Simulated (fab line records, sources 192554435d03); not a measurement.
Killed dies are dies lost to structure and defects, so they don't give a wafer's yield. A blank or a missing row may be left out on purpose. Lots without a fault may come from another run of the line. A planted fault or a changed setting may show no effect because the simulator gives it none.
Chamber matching | flow n5_finfet | N5_BEOL_M11_DESCUM_16 on rie_diel-06: 4 sister chambers
The step chemistry O2, time 7.9 s. 8 wafers are shown with their chamber, then 10 later ones without.

WAFERS WITH THEIR CHAMBER
wafer  | chamber | showerhead_plenum_p_Torr (Torr) | throttle_valve_pct (%)
L078.2 | 2       | 2.05                            | 20.53
L080.5 | 0       | 2.01                            | 20.21
L082.4 | 3       | 2.11                            | 20.32
L083.1 | 1       | 2.07                            | 20.65
L083.4 | 3       | 2.11                            | 20.30
L083.6 | 0       | 2.01                            | 20.22
L090.1 | 1       | 2.06                            | 20.68
L090.3 | 2       | 2.05                            | 20.32

WAFERS WITHOUT THEIR CHAMBER
wafer  | showerhead_plenum_p_Torr (Torr) | throttle_valve_pct (%)
L090.6 | 2.06                            | 20.67
L088.1 | 2.04                            | 20.31
L088.4 | 2.10                            | 20.32
L088.5 | 2.10                            | 20.33
L091.1 | 2.00                            | 20.24
L091.2 | 2.06                            | 20.68
L091.4 | 2.04                            | 20.32
L096.3 | 2.00                            | 20.25
L096.5 | 2.00                            | 20.25
L096.6 | 2.06                            | 20.69

WHICH CHAMBER EACH WENT THROUGH
wafer  | from the rows above | in truth
L090.6 | 1                   | 1
L088.1 | 2                   | 2
L088.4 | 3                   | 3
L088.5 | 3                   | 3
L091.1 | 0                   | 0
L091.2 | 1                   | 1
L091.4 | 2                   | 2
L096.3 | 0                   | 0
L096.5 | 0                   | 0
L096.6 | 1                   | 1
Placed correctly: 10 of 10. Can't be placed from these rows: 0. Placed wrongly: 0.
How it was worked out, from the rows above alone: a wafer's distance from a chamber is the root of the sum, over the readings, of the square of ((its reading less the chamber's mean) divided by the reading's scatter). The wafer belongs to the nearest chamber; if the next one is less than 2 further off, it can't be placed. A chamber's mean is the mean of its shown wafers. The scatter: the root of (the sum of the squares of (reading less its chamber's mean) over the shown wafers, divided by (wafers less chambers)).
